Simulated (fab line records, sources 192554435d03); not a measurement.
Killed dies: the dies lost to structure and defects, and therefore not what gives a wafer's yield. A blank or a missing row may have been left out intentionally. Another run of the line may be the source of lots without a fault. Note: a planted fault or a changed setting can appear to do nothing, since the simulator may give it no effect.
Matching of chambers | flow n5Finfet | N5_GATE_CUT_ETCH_36 on rieDiel-04: 4 sister chambers
The step etches SiARC in CF4, target depth 13 nm, time 21.7 s. 14 wafers are shown with their chamber, then 7 later ones without.

## WAFERS WITH THEIR CHAMBER
wafer  | chamber | showerheadPlenumPTorr (Torr) | drypumpMotorCurrentA (A) | throttleValvePct (%)
L079.1 | 0       | 2.14                         | 5.6                      | 15.90
L079.3 | 3       | 2.19                         | 5.8                      | 15.43
L079.5 | 1       | 2.22                         | 6.3                      | 15.36
L081.1 | 0       | 2.14                         | 5.6                      | 15.92
L081.3 | 3       | 2.19                         | 5.8                      | 15.46
L081.6 | 1       | 2.22                         | 6.3                      | 15.34
L082.2 | 2       | 2.23                         | 5.7                      | 15.90
L082.3 | 3       | 2.19                         | 5.7                      | 15.44
L082.6 | 3       | 2.19                         | 5.7                      | 15.45
L084.1 | 1       | 2.22                         | 6.3                      | 15.36
L084.2 | 0       | 2.13                         | 5.6                      | 15.95
L084.5 | 2       | 2.23                         | 5.7                      | 15.92
L088.1 | 1       | 2.22                         | 6.3                      | 15.38
L088.5 | 2       | 2.23                         | 5.7                      | 15.92

SIGNATURES (averages over the wafers above)
reading               | chamber 0 | chamber 1 | chamber 2 | chamber 3 | scatter within a chamber
showerheadPlenumPTorr | 2.1367    | 2.2200    | 2.2300    | 2.1900    | 0.00258
drypumpMotorCurrentA  | 5.600     | 6.300     | 5.700     | 5.750     | 0.0316
throttleValvePct      | 15.9233   | 15.3600   | 15.9133   | 15.4450   | 0.0168
Rule: for each reading, subtract the chamber's mean from the wafer's reading, divide by that reading's scatter and square the result; add these up over the readings and take the root, which gives the wafer's distance from the chamber. If the next closest chamber is less than 2 further off than the closest, the wafer can't be placed; otherwise it belongs to the closest. The scatter: the root of (the sum of the squares of (reading less its chamber's mean) over the shown wafers, divided by (wafers less chambers)).

## WAFERS WITHOUT THEIR CHAMBER
wafer  | showerheadPlenumPTorr (Torr) | drypumpMotorCurrentA (A) | throttleValvePct (%)
L088.6 | 2.21                         | 6.3                      | 15.38
L092.1 | 2.21                         | 6.3                      | 15.40
L092.2 | 2.22                         | 5.7                      | 15.95
L092.4 | 2.21                         | 6.3                      | 15.39
L094.1 | 2.22                         | 5.8                      | 15.97
L094.3 | 2.21                         | 6.3                      | 15.42
L094.6 | 2.21                         | 6.3                      | 15.41

## WHICH CHAMBER EACH WENT THROUGH
wafer  | from the rows above | in truth
L088.6 | 1                   | 1
L092.1 | 1                   | 1
L092.2 | 2                   | 2
L092.4 | 1                   | 1
L094.1 | 2                   | 2
L094.3 | 1                   | 1
L094.6 | 1                   | 1
7 of 7 placed correctly. From these rows, 0 cannot be placed. Number placed wrongly: 0.
